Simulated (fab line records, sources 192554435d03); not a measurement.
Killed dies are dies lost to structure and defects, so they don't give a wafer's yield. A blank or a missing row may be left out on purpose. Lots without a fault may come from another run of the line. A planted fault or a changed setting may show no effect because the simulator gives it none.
A struck lot beside a sound one | flow n5_finfet | 36 steps out of a route of 1938
Sound: wafers L994.1, L994.3, L994.6. Struck: wafers L107.1, L107.2, L107.4. The cause comes at the end.
At each step with rows: each side's tool, then ch and its chambers, then its first start. Under that, the readings that differ: sound wafers | struck wafers | difference of the means | sigmas: that difference in standard deviations of wafers without a fault.
alike: readings whose means differ by less than 2 such deviations, and words and numbers that are the same on both sides. not compared: withheld readings, readings that some wafer has no value for, bounds like >300 that may hide the same value, and numbers for which the record gives no deviation and whose values overlap.
The two part at a step that has a row with sigmas, a row that says differs or no value, or rows on one side only. Numbers that don't overlap but have no deviation are shown without sigmas and don't part them. A reading that every wafer of one side lacks parts them only if that side has two wafers or more.

first, 9 steps without rows for these wafers: N5_BEOL_M11_ALD_74 (deposits TaN, target thk 2 nm, pulse time 2 s, purge time 3 s); N5_BEOL_M11_SURFACE_TREAT_76; N5_BEOL_M11_CVD_75 (deposits Co from CCTBA/H2, target thk 2 nm, time 138.9 s); N5_BEOL_M11_SPUTTER_48 (material Cu, target thk 12 nm, time 2 s); N5_BEOL_M11_ECD_50 (material Cu, target thk 318 nm); N5_BEOL_M11_ANNEAL_51 (time 90 s); N5_BEOL_M11_CMP_52 (polishes, stops on SiCOH lowk, t overpolish 7 s, target thk 140 nm); N5_BEOL_M11_PRE_CLEAN_55 (time 15 s); N5_BEOL_M11_DEP_56 (deposits SiCN from 3MS/NH3, target thk 30 nm, time 10.5 s).
N5_BEOL_M12_ILD_DEP_00: deposits SiOC from DEMS/O2, target thk 658.92 nm, time 130.7 s.
  sound on pecvd-04 ch 1,2, day 10 22:55; struck on pecvd-04 ch 0,1, day 14 09:58
  alike: chamber_pressure_Torr, heater_power_w, showerhead_plenum_p_Torr, throttle_valve_pct
  not compared: model.SiOC_of_BEOL_M12_ILD_DEP_00.thk_nm
then, 10 steps without rows for these wafers: N5_BEOL_M12_COAT_58 (time 60 s, resist thk 89 nm); N5_BEOL_M12_COAT_04 (resist thk 400 nm); N5_BEOL_M12_EBR_06; N5_BEOL_M12_SOFTBAKE_05 (time 60 s); N5_BEOL_M12_EXPOSE_07 (exposes mask V11); N5_BEOL_M12_PEB_08 (peb time 90 s); N5_BEOL_M12_DEVELOP_09 (develop time 45 s); N5_BEOL_M12_HARDBAKE_14 (time 120 s); N5_BEOL_M12_DESCUM_15 (chemistry O2, time 7.9 s); N5_BEOL_M12_ETCH_59 (etches BARC in N2/H2, target depth 89 nm, overetch 26.7 nm, time 67.9 s).
N5_BEOL_M12_VIA_ETCH_16: etches SiOC in C4F8/O2/Ar, target depth 724.8 nm.
  sound on rie_diel-04 ch 0,1,3, day 10 23:43; struck on rie_diel-01 ch 1,2,3, day 14 10:48
  reading                                    | sound           | struck            | difference | sigmas
  model.coat_of_BEOL_M12_COAT_04.thk_nm (nm) | 129.4 125 121.8 | 117.4 119.8 115.2 | -7.9       |
  alike: drypump_motor_current_A, mfc_ar_sccm, oes_product_au, rf_vpp_V, showerhead_plenum_p_Torr, throttle_valve_pct
  not compared: model.etch.depth_nm
then, 13 steps without rows for these wafers: N5_BEOL_M12_STRIP_63 (strips in N2/H2); N5_BEOL_M12_STRIP_64 (strips in N2/H2); N5_BEOL_M12_STRIP_71 (strips in post etch residue remover, time 60 s); N5_BEOL_M12_SRD_72 (time 30 s, dry time 30 s); N5_BEOL_M12_COAT_65 (time 60 s, resist thk 300 nm); N5_BEOL_M12_COAT_66 (time 60 s, resist thk 110 nm); N5_BEOL_M12_COAT_22 (resist thk 300 nm); N5_BEOL_M12_EBR_24; N5_BEOL_M12_SOFTBAKE_23 (time 60 s); N5_BEOL_M12_EXPOSE_25 (exposes mask M12); N5_BEOL_M12_PEB_26 (peb time 90 s); N5_BEOL_M12_DEVELOP_27 (develop time 45 s); N5_BEOL_M12_HARDBAKE_32 (time 120 s).
N5_BEOL_M12_CMP_49: polishes, stops on SiOC, t overpolish 20.6 s, target thk 320 nm.
  sound on cmp-01 ch 0,1,3, day 11 04:01; struck on cmp-02 ch 1,2,3, day 14 13:49
  alike: barrier_field_endpoint_s, clearing_platen_rpm, motor_current_A, overpolish_run_s, slurry_filter_dp_kPa
  not compared: model.SiOC_of_BEOL_M12_ILD_DEP_00.thk_nm
N5_PASSIVATION_PROBE_49:
  the record has rows for the sound wafers here (prober-01, day 12 14:44) and none for the struck ones

WHERE THEY PART
Only at N5_PASSIVATION_PROBE_49, within this record.

WHY: what the simulator had put in
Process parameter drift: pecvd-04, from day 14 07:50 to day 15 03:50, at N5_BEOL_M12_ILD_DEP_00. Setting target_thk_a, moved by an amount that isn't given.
